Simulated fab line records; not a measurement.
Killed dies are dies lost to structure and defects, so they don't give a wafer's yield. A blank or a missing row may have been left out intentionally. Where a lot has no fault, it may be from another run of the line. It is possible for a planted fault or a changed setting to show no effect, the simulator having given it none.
fab line records / flow nandHarc / part 2 of 2: steps 27 to 37 of 37
[record] lots = 5 wafers = 15 lastDay = 24
route steps=1159 shown HYBRID_BOND@1095 THIN_TSV@1101
lots untouched by any fault: they come from a run of this same line in which no faults occurred
startH: hours from the record's first day to the start of the lot's first wafer shown / waitH: hours since the lot's step before / " as in the row above / L1.1+2: a row that stands for several wafers / - no value present, or no start provided / * or withheld: withheld / < > ~ a bound
route shown NAME@n: names a module that has steps shown in the file, with the first one's number in the route / usual: mean and standard deviation over wafers with no fault / same: alike in all rows / chamber/n: place in a boat / sites: readings site by site / _std_site: their standard deviation / _edge_site: inner sites' mean taken away from outer sites' mean / radiusMm: for every site, how far away it sits from the centre of the wafer / mask NAME#n: copy n / behind: the tool/chamber that last shaped the wafer / hold: reason for holding the lot/hours on hold/outcome of the hold / device: the n, p or np transistor that did not switch / end of line: the tests these same wafers got at the end of their route / where a step has no rows: the recipe by itself / killed: not the wafer's yield, but the dies lost to structure and defects at the first sort / map: the dies of a wafer, with x for killed, . for not killed, _ for no die there
set.NAME: the setting as run; set.NAME@STEP: as run at that earlier step / model.NAME: the simulator's own value behind a step, which no gauge read
lots at selected steps of the route; one table per step, one row per wafer
services: from which hour (startH, from the record's first day; less than 0 if before it) a tool's chamber was out of use, for how many hours, and why
[[steps]]
[step NHARC_THIN_TSV_CD_MEAS_16]
[usual] cdNm = 1000.6/2.4
lot.wafer=L074.2 tool=cdSem-02 chamber=- startH=414.85 waitH=0.1 cdNm=1001.0
lot.wafer=L074.3 tool=cdSem-02 chamber=- startH=414.85 waitH=0.1 cdNm=1000.3
lot.wafer=L074.4 tool=cdSem-02 chamber=- startH=414.85 waitH=0.1 cdNm=1002.3
lot.wafer=L077.2 tool=cdSem-02 chamber=- startH=435.49 waitH=0.1 cdNm=999.2
lot.wafer=L077.3 tool=cdSem-02 chamber=- startH=435.49 waitH=0.1 cdNm=1000.5
lot.wafer=L077.5 tool=cdSem-02 chamber=- startH=435.49 waitH=0.1 cdNm=999.6
lot.wafer=L078.2 tool=cdSem-03 chamber=- startH=443.50 waitH=0.1 cdNm=999.6
lot.wafer=L078.3 tool=cdSem-03 chamber=- startH=443.50 waitH=0.1 cdNm=1002.8
lot.wafer=L078.4 tool=cdSem-03 chamber=- startH=443.50 waitH=0.1 cdNm=1000.4
lot.wafer=L082.2 tool=cdSem-02 chamber=- startH=461.43 waitH=0.1 cdNm=998.0
lot.wafer=L082.3 tool=cdSem-02 chamber=- startH=461.43 waitH=0.1 cdNm=997.4
lot.wafer=L082.5 tool=cdSem-02 chamber=- startH=461.43 waitH=0.1 cdNm=997.0
lot.wafer=L094.3 tool=cdSem-02 chamber=- startH=548.26 waitH=0.1 cdNm=999.7
lot.wafer=L094.4 tool=cdSem-02 chamber=- startH=548.26 waitH=0.1 cdNm=998.0
lot.wafer=L094.6 tool=cdSem-02 chamber=- startH=548.26 waitH=0.1 cdNm=1002.8
[step NHARC_THIN_TSV_STRIP_45]
[recipe] powerW = 1500 tempC = 250 chemistry = O2
[usual] drypumpMotorCurrentA = 5.54/0.29 heaterPowerW = 308/13
lot.wafer=L074.2 tool=plasmaAsher-01 chamber=1 startH=414.92 waitH=0.1 drypumpMotorCurrentA=5.68 heaterPowerW=323 rfHoursCounterH=42
lot.wafer=L074.3 tool=plasmaAsher-01 chamber=1 startH=414.92 waitH=0.1 drypumpMotorCurrentA=5.69 heaterPowerW=312 rfHoursCounterH=-
lot.wafer=L074.4 tool=plasmaAsher-01 chamber=0 startH=414.92 waitH=0.1 drypumpMotorCurrentA=5.17 heaterPowerW=318 rfHoursCounterH=-
lot.wafer=L077.2 tool=plasmaAsher-01 chamber=0 startH=435.56 waitH=0.1 drypumpMotorCurrentA=5.20 heaterPowerW=310 rfHoursCounterH=48
lot.wafer=L077.3 tool=plasmaAsher-01 chamber=1 startH=435.56 waitH=0.1 drypumpMotorCurrentA=5.70 heaterPowerW=318 rfHoursCounterH=-
lot.wafer=L077.5 tool=plasmaAsher-01 chamber=0 startH=435.56 waitH=0.1 drypumpMotorCurrentA=5.19 heaterPowerW=317 rfHoursCounterH=-
lot.wafer=L078.2 tool=plasmaAsher-01 chamber=1 startH=443.62 waitH=0.1 drypumpMotorCurrentA=5.68 heaterPowerW=318 rfHoursCounterH=51
lot.wafer=L078.4 tool=plasmaAsher-01 chamber=0 startH=443.62 waitH=0.1 drypumpMotorCurrentA=5.15 heaterPowerW=308 rfHoursCounterH=-
lot.wafer=L078.3 tool=plasmaAsher-01 chamber=1 startH=443.62 waitH=0.1 drypumpMotorCurrentA=5.69 heaterPowerW=331 rfHoursCounterH=-
lot.wafer=L082.2 tool=plasmaAsher-02 chamber=0 startH=461.55 waitH=0.1 drypumpMotorCurrentA=5.94 heaterPowerW=279 rfHoursCounterH=34
lot.wafer=L082.3 tool=plasmaAsher-02 chamber=0 startH=461.55 waitH=0.1 drypumpMotorCurrentA=5.93 heaterPowerW=285 rfHoursCounterH=-
lot.wafer=L082.5 tool=plasmaAsher-02 chamber=0 startH=461.55 waitH=0.1 drypumpMotorCurrentA=5.89 heaterPowerW=275 rfHoursCounterH=-
lot.wafer=L094.4 tool=plasmaAsher-01 chamber=1 startH=548.53 waitH=0.3 drypumpMotorCurrentA=5.72 heaterPowerW=316 rfHoursCounterH=-
lot.wafer=L094.3 tool=plasmaAsher-01 chamber=0 startH=548.53 waitH=0.3 drypumpMotorCurrentA=5.18 heaterPowerW=309 rfHoursCounterH=-
lot.wafer=L094.6 tool=plasmaAsher-01 chamber=0 startH=548.53 waitH=0.3 drypumpMotorCurrentA=5.18 heaterPowerW=306 rfHoursCounterH=-
[step NHARC_THIN_TSV_STRIP_46]
[recipe] timeS = 1200 tempC = 72.5 chemistry = postEtchResidueRemover
lot.wafer=L074.3+4+2 tool=wetBench-10 chamber=0,1,2 startH=415.27 waitH=0.2
lot.wafer=L077.5+3+2 tool=wetBench-10 chamber=7,1,2 startH=435.93 waitH=0.1
lot.wafer=L078.2+4+3 tool=wetBench-10 chamber=0,3,4 startH=443.93 waitH=0.3
lot.wafer=L082.5+2+3 tool=wetBench-08 chamber=2,4,5 startH=461.84 waitH=0.1
lot.wafer=L094.6+4+3 tool=wetBench-10 chamber=2,3,4 startH=548.81 waitH=0.1
[step NHARC_THIN_TSV_DEP_47]
[recipe] targetThkA = 2000 tempC = withheld pressureTorr = 6.5 rfW = 900 teosFlowSccm = 161.4 flowSccm = 2650 targetThkNm = 200 gas = O2 material = SiO2
[usual] showerheadVppV = 1832/89 throttleValvePct = 16.1/0.42
lot.wafer=L074.3 tool=pecvd-02 chamber=2 startH=415.76 waitH=- showerheadVppV=1798 throttleValvePct=16.4
lot.wafer=L074.2 tool=pecvd-02 chamber=0 startH=415.76 waitH=- showerheadVppV=1793 throttleValvePct=15.4
lot.wafer=L074.4 tool=pecvd-02 chamber=2 startH=415.76 waitH=- showerheadVppV=1788 throttleValvePct=16.3
lot.wafer=L077.3 tool=pecvd-04 chamber=0 startH=436.36 waitH=- showerheadVppV=1922 throttleValvePct=16.1
lot.wafer=L077.2 tool=pecvd-04 chamber=1 startH=436.36 waitH=- showerheadVppV=1950 throttleValvePct=15.7
lot.wafer=L077.5 tool=pecvd-04 chamber=0 startH=436.36 waitH=- showerheadVppV=1937 throttleValvePct=16.1
lot.wafer=L078.3 tool=pecvd-02 chamber=1 startH=444.41 waitH=- showerheadVppV=1833 throttleValvePct=15.7
lot.wafer=L078.2 tool=pecvd-02 chamber=2 startH=444.41 waitH=- showerheadVppV=1799 throttleValvePct=16.5
lot.wafer=L078.4 tool=pecvd-02 chamber=0 startH=444.41 waitH=- showerheadVppV=1790 throttleValvePct=15.9
lot.wafer=L082.2 tool=pecvd-04 chamber=0 startH=462.34 waitH=- showerheadVppV=1941 throttleValvePct=16.2
lot.wafer=L082.3 tool=pecvd-04 chamber=1 startH=462.34 waitH=- showerheadVppV=1914 throttleValvePct=16.2
lot.wafer=L082.5 tool=pecvd-04 chamber=2 startH=462.34 waitH=- showerheadVppV=1711 throttleValvePct=15.8
lot.wafer=L094.3 tool=pecvd-01 chamber=2 startH=549.24 waitH=- showerheadVppV=1839 throttleValvePct=15.8
lot.wafer=L094.6 tool=pecvd-01 chamber=2 startH=549.24 waitH=- showerheadVppV=1846 throttleValvePct=15.7
lot.wafer=L094.4 tool=pecvd-01 chamber=1 startH=549.24 waitH=- showerheadVppV=1901 throttleValvePct=16.4
[step NHARC_THIN_TSV_ETCHBACK_48]
[recipe] targetDepthA = 10285 overEtchFrac = 0.3 timeS = 405.17 ionEnergyEv = 250 c4f8FlowSccm = withheld arFlowSccm = withheld rfW = 600 biasW = 300 chemistry = C4F8/Ar
[usual] oesProductAu = 0.94/0.031 rfVppV = 547/3.6
lot.wafer=L074.4 tool=rieDiel-03 chamber=0 startH=416.12 waitH=- oesProductAu=1.00 rfHoursCounterH=2 rfVppV=541
lot.wafer=L074.3 tool=rieDiel-03 chamber=2 startH=416.12 waitH=- oesProductAu=1.01 rfHoursCounterH=2 rfVppV=551
lot.wafer=L074.2 tool=rieDiel-03 chamber=3 startH=416.12 waitH=- oesProductAu=1.01 rfHoursCounterH=2 rfVppV=552
lot.wafer=L077.2 tool=rieDiel-12 chamber=0 startH=436.76 waitH=- oesProductAu=0.94 rfHoursCounterH=3 rfVppV=550
lot.wafer=L077.3 tool=rieDiel-12 chamber=3 startH=436.76 waitH=- oesProductAu=0.92 rfHoursCounterH=4 rfVppV=548
lot.wafer=L077.5 tool=rieDiel-12 chamber=1 startH=436.76 waitH=- oesProductAu=0.94 rfHoursCounterH=- rfVppV=545
lot.wafer=L078.4 tool=rieDiel-12 chamber=3 startH=444.76 waitH=- oesProductAu=0.98 rfHoursCounterH=4 rfVppV=550
lot.wafer=L078.3 tool=rieDiel-12 chamber=1 startH=444.76 waitH=- oesProductAu=1.00 rfHoursCounterH=3 rfVppV=548
lot.wafer=L078.2 tool=rieDiel-12 chamber=2 startH=444.76 waitH=- oesProductAu=0.96 rfHoursCounterH=4 rfVppV=551
lot.wafer=L082.3 tool=rieDiel-03 chamber=0 startH=462.73 waitH=- oesProductAu=0.93 rfHoursCounterH=6 rfVppV=540
lot.wafer=L082.2 tool=rieDiel-03 chamber=1 startH=462.73 waitH=- oesProductAu=0.93 rfHoursCounterH=5 rfVppV=543
lot.wafer=L082.5 tool=rieDiel-03 chamber=3 startH=462.73 waitH=- oesProductAu=0.95 rfHoursCounterH=- rfVppV=552
lot.wafer=L094.3 tool=rieDiel-12 chamber=1 startH=549.63 waitH=- oesProductAu=0.93 rfHoursCounterH=10 rfVppV=546
lot.wafer=L094.4 tool=rieDiel-12 chamber=3 startH=549.63 waitH=- oesProductAu=0.91 rfHoursCounterH=10 rfVppV=547
lot.wafer=L094.6 tool=rieDiel-12 chamber=2 startH=549.63 waitH=- oesProductAu=0.92 rfHoursCounterH=- rfVppV=550
[step NHARC_THIN_TSV_STRIP_62]
[recipe] powerW = 1500 tempC = 250 timeS = 20 chemistry = N2/H2
[usual] drypumpMotorCurrentA = 5.58/0.29 heaterPowerW = 307/14
lot.wafer=L074.2 tool=plasmaAsher-01 chamber=0 startH=416.48 waitH=- drypumpMotorCurrentA=5.16 heaterPowerW=319 rfHoursCounterH=43
lot.wafer=L074.3 tool=plasmaAsher-01 chamber=0 startH=416.48 waitH=- drypumpMotorCurrentA=5.17 heaterPowerW=323 rfHoursCounterH=-
lot.wafer=L074.4 tool=plasmaAsher-01 chamber=1 startH=416.48 waitH=- drypumpMotorCurrentA=5.69 heaterPowerW=320 rfHoursCounterH=-
lot.wafer=L077.2 tool=plasmaAsher-01 chamber=1 startH=437.14 waitH=- drypumpMotorCurrentA=5.71 heaterPowerW=329 rfHoursCounterH=49
lot.wafer=L077.3 tool=plasmaAsher-01 chamber=1 startH=437.14 waitH=- drypumpMotorCurrentA=5.71 heaterPowerW=320 rfHoursCounterH=-
lot.wafer=L077.5 tool=plasmaAsher-01 chamber=1 startH=437.14 waitH=- drypumpMotorCurrentA=5.71 heaterPowerW=322 rfHoursCounterH=-
lot.wafer=L078.2 tool=plasmaAsher-01 chamber=1 startH=445.15 waitH=- drypumpMotorCurrentA=5.67 heaterPowerW=314 rfHoursCounterH=51
lot.wafer=L078.4 tool=plasmaAsher-01 chamber=0 startH=445.15 waitH=- drypumpMotorCurrentA=5.16 heaterPowerW=317 rfHoursCounterH=-
lot.wafer=L078.3 tool=plasmaAsher-01 chamber=1 startH=445.15 waitH=- drypumpMotorCurrentA=5.70 heaterPowerW=318 rfHoursCounterH=-
lot.wafer=L082.2 tool=plasmaAsher-01 chamber=1 startH=463.05 waitH=- drypumpMotorCurrentA=5.73 heaterPowerW=321 rfHoursCounterH=0
lot.wafer=L082.3 tool=plasmaAsher-01 chamber=1 startH=463.05 waitH=- drypumpMotorCurrentA=5.69 heaterPowerW=318 rfHoursCounterH=-
lot.wafer=L082.5 tool=plasmaAsher-01 chamber=1 startH=463.05 waitH=- drypumpMotorCurrentA=5.69 heaterPowerW=322 rfHoursCounterH=-
lot.wafer=L094.4 tool=plasmaAsher-01 chamber=0 startH=550.04 waitH=- drypumpMotorCurrentA=5.16 heaterPowerW=308 rfHoursCounterH=-
lot.wafer=L094.3 tool=plasmaAsher-01 chamber=1 startH=550.04 waitH=- drypumpMotorCurrentA=5.70 heaterPowerW=311 rfHoursCounterH=-
lot.wafer=L094.6 tool=plasmaAsher-01 chamber=1 startH=550.04 waitH=- drypumpMotorCurrentA=5.68 heaterPowerW=320 rfHoursCounterH=-
[step NHARC_THIN_TSV_DEGAS_49]
[recipe] tempC = 300 timeS = 120
[usual] heaterPowerW = 474/34
lot.wafer=L074.3 tool=pvdSputter-03 chamber=- startH=416.66 waitH=0.1 heaterPowerW=489
lot.wafer=L074.2 tool=pvdSputter-03 chamber=- startH=416.66 waitH=0.1 heaterPowerW=550
lot.wafer=L074.4 tool=pvdSputter-03 chamber=- startH=416.66 waitH=0.1 heaterPowerW=503
lot.wafer=L077.2 tool=pvdSputter-02 chamber=- startH=437.30 waitH=0.1 heaterPowerW=478
lot.wafer=L077.3 tool=pvdSputter-02 chamber=- startH=437.30 waitH=0.1 heaterPowerW=456
lot.wafer=L077.5 tool=pvdSputter-02 chamber=- startH=437.30 waitH=0.1 heaterPowerW=441
lot.wafer=L078.4 tool=pvdSputter-01 chamber=- startH=445.31 waitH=0.1 heaterPowerW=430
lot.wafer=L078.2 tool=pvdSputter-01 chamber=- startH=445.31 waitH=0.1 heaterPowerW=473
lot.wafer=L078.3 tool=pvdSputter-01 chamber=- startH=445.31 waitH=0.1 heaterPowerW=466
lot.wafer=L082.2 tool=pvdSputter-01 chamber=- startH=463.22 waitH=0.1 heaterPowerW=476
lot.wafer=L082.3 tool=pvdSputter-01 chamber=- startH=463.22 waitH=0.1 heaterPowerW=467
lot.wafer=L082.5 tool=pvdSputter-01 chamber=- startH=463.22 waitH=0.1 heaterPowerW=455
lot.wafer=L094.4 tool=pvdSputter-01 chamber=- startH=550.18 waitH=0.1 heaterPowerW=440
lot.wafer=L094.3 tool=pvdSputter-01 chamber=- startH=550.18 waitH=0.1 heaterPowerW=463
lot.wafer=L094.6 tool=pvdSputter-01 chamber=- startH=550.18 waitH=0.1 heaterPowerW=453
[step NHARC_THIN_TSV_PRE_CLEAN_50]
[recipe] timeS = 30 tempC = 280 gas = H2/He
[usual] heaterPowerW = 418/29
lot.wafer=L074.4 tool=pvdSputter-03 chamber=- startH=- waitH=- heaterPowerW=429
lot.wafer=L074.3 tool=pvdSputter-03 chamber=- startH=- waitH=- heaterPowerW=458
lot.wafer=L074.2 tool=pvdSputter-03 chamber=- startH=- waitH=- heaterPowerW=460
lot.wafer=L077.2 tool=pvdSputter-02 chamber=- startH=- waitH=- heaterPowerW=377
lot.wafer=L077.3 tool=pvdSputter-02 chamber=- startH=- waitH=- heaterPowerW=412
lot.wafer=L077.5 tool=pvdSputter-02 chamber=- startH=- waitH=- heaterPowerW=410
lot.wafer=L078.4 tool=pvdSputter-01 chamber=- startH=- waitH=- heaterPowerW=399
lot.wafer=L078.3 tool=pvdSputter-01 chamber=- startH=- waitH=- heaterPowerW=377
lot.wafer=L078.2 tool=pvdSputter-01 chamber=- startH=- waitH=- heaterPowerW=410
lot.wafer=L082.2 tool=pvdSputter-01 chamber=- startH=- waitH=- heaterPowerW=379
lot.wafer=L082.3 tool=pvdSputter-01 chamber=- startH=- waitH=- heaterPowerW=416
lot.wafer=L082.5 tool=pvdSputter-01 chamber=- startH=- waitH=- heaterPowerW=379
lot.wafer=L094.4 tool=pvdSputter-01 chamber=- startH=- waitH=- heaterPowerW=366
lot.wafer=L094.3 tool=pvdSputter-01 chamber=- startH=- waitH=- heaterPowerW=387
lot.wafer=L094.6 tool=pvdSputter-01 chamber=- startH=- waitH=- heaterPowerW=371
[step NHARC_THIN_TSV_PVD_19]
[recipe] targetThkA = 200 chamberPressurePa = 5 material = TaN
[usual] throttleValvePct = 30.3/0.97
lot.wafer=L074.3 tool=pvdSputter-03 chamber=- startH=- waitH=- throttleValvePct=30.7
lot.wafer=L074.4 tool=pvdSputter-03 chamber=- startH=- waitH=- throttleValvePct=30.2
lot.wafer=L074.2 tool=pvdSputter-03 chamber=- startH=- waitH=- throttleValvePct=31.2
lot.wafer=L077.3 tool=pvdSputter-02 chamber=- startH=- waitH=- throttleValvePct=30.7
lot.wafer=L077.2 tool=pvdSputter-02 chamber=- startH=- waitH=- throttleValvePct=31.3
lot.wafer=L077.5 tool=pvdSputter-02 chamber=- startH=- waitH=- throttleValvePct=31.5
lot.wafer=L078.2 tool=pvdSputter-01 chamber=- startH=- waitH=- throttleValvePct=29.3
lot.wafer=L078.3 tool=pvdSputter-01 chamber=- startH=- waitH=- throttleValvePct=29.3
lot.wafer=L078.4 tool=pvdSputter-01 chamber=- startH=- waitH=- throttleValvePct=29.8
lot.wafer=L082.2 tool=pvdSputter-01 chamber=- startH=- waitH=- throttleValvePct=30.7
lot.wafer=L082.3 tool=pvdSputter-01 chamber=- startH=- waitH=- throttleValvePct=30.1
lot.wafer=L082.5 tool=pvdSputter-01 chamber=- startH=- waitH=- throttleValvePct=30.9
lot.wafer=L094.3 tool=pvdSputter-01 chamber=- startH=- waitH=- throttleValvePct=30.6
lot.wafer=L094.4 tool=pvdSputter-01 chamber=- startH=- waitH=- throttleValvePct=29.3
lot.wafer=L094.6 tool=pvdSputter-01 chamber=- startH=- waitH=- throttleValvePct=30.0
[step NHARC_THIN_TSV_PVD_51]
[recipe] targetThkA = 1000 chamberPressurePa = 5 material = Cu
[usual] throttleValvePct = 30.3/0.98
lot.wafer=L074.2 tool=pvdSputter-03 chamber=- startH=- waitH=- throttleValvePct=28.0
lot.wafer=L074.4 tool=pvdSputter-03 chamber=- startH=- waitH=- throttleValvePct=31.3
lot.wafer=L074.3 tool=pvdSputter-03 chamber=- startH=- waitH=- throttleValvePct=30.3
lot.wafer=L077.3 tool=pvdSputter-02 chamber=- startH=- waitH=- throttleValvePct=31.4
lot.wafer=L077.2 tool=pvdSputter-02 chamber=- startH=- waitH=- throttleValvePct=30.6
lot.wafer=L077.5 tool=pvdSputter-02 chamber=- startH=- waitH=- throttleValvePct=30.5
lot.wafer=L078.3 tool=pvdSputter-01 chamber=- startH=- waitH=- throttleValvePct=29.2
lot.wafer=L078.4 tool=pvdSputter-01 chamber=- startH=- waitH=- throttleValvePct=29.4
lot.wafer=L078.2 tool=pvdSputter-01 chamber=- startH=- waitH=- throttleValvePct=30.9
lot.wafer=L082.2 tool=pvdSputter-01 chamber=- startH=- waitH=- throttleValvePct=29.9
lot.wafer=L082.3 tool=pvdSputter-01 chamber=- startH=- waitH=- throttleValvePct=29.4
lot.wafer=L082.5 tool=pvdSputter-01 chamber=- startH=- waitH=- throttleValvePct=30.8
lot.wafer=L094.4 tool=pvdSputter-01 chamber=- startH=- waitH=- throttleValvePct=30.0
lot.wafer=L094.3 tool=pvdSputter-01 chamber=- startH=- waitH=- throttleValvePct=29.3
lot.wafer=L094.6 tool=pvdSputter-01 chamber=- startH=- waitH=- throttleValvePct=30.1
[step NHARC_THIN_TSV_ECD_20]
[recipe] targetThkA = 20000 material = Cu
lot.wafer=L074.2+4+3 tool=ecdCu-01 chamber=0,1,0 startH=417.23 waitH=-
lot.wafer=L077.2+3+5 tool=ecdCu-01 chamber=1,1,0 startH=437.75 waitH=-
lot.wafer=L078.2+4+3 tool=ecdCu-01 chamber=1,1,0 startH=445.75 waitH=-
lot.wafer=L082.2+3+5 tool=ecdCu-01 chamber=0 startH=463.68 waitH=-
lot.wafer=L094.3+4+6 tool=ecdCu-02 chamber=1,0,1 startH=550.83 waitH=-
[[services]]
tool=rieDiel-12 chamber=- startH=379.47 hours=9.0 kind=pm
tool=lithoTrack-03 chamber=- startH=388.00 hours=7.0 kind=pm
tool=pvdSputter-02 chamber=- startH=392.06 hours=10.0 kind=pm
tool=rieDiel-03 chamber=- startH=392.30 hours=9.0 kind=pm
tool=cmp-03 chamber=- startH=396.11 hours=0.4 kind=repair
tool=grinder-01 chamber=- startH=404.49 hours=2.6 kind=repair
tool=wetBench-08 chamber=- startH=406.41 hours=8.0 kind=pm
tool=wetBench-10 chamber=- startH=423.22 hours=8.0 kind=pm
tool=ecdCu-01 chamber=- startH=431.44 hours=3.3 kind=repair
tool=rieDiel-12 chamber=- startH=433.03 hours=2.9 kind=repair
tool=ecdCu-01 chamber=- startH=448.13 hours=8.0 kind=pm
tool=cmp-03 chamber=- startH=450.26 hours=4.0 kind=pm
tool=plasmaAsher-01 chamber=- startH=453.70 hours=9.0 kind=pm
tool=pvdSputter-03 chamber=- startH=458.02 hours=10.0 kind=pm
tool=grinder-01 chamber=- startH=460.95 hours=0.3 kind=repair
tool=rieDiel-03 chamber=1 startH=500.00 hours=7.3 kind=repair
tool=pvdSputter-01 chamber=- startH=514.00 hours=10.0 kind=pm
tool=lithoTrack-02 chamber=- startH=515.00 hours=7.0 kind=pm
tool=pecvd-02 chamber=- startH=515.67 hours=13.0 kind=pm
tool=rieDiel-03 chamber=2 startH=521.63 hours=6.5 kind=repair
tool=pvdSputter-01 chamber=- startH=530.50 hours=4.3 kind=repair
tool=plasmaAsher-01 chamber=- startH=532.26 hours=2.6 kind=repair
tool=lithoTrack-07 chamber=- startH=539.00 hours=7.0 kind=pm
tool=pecvd-02 chamber=- startH=539.25 hours=1.5 kind=repair
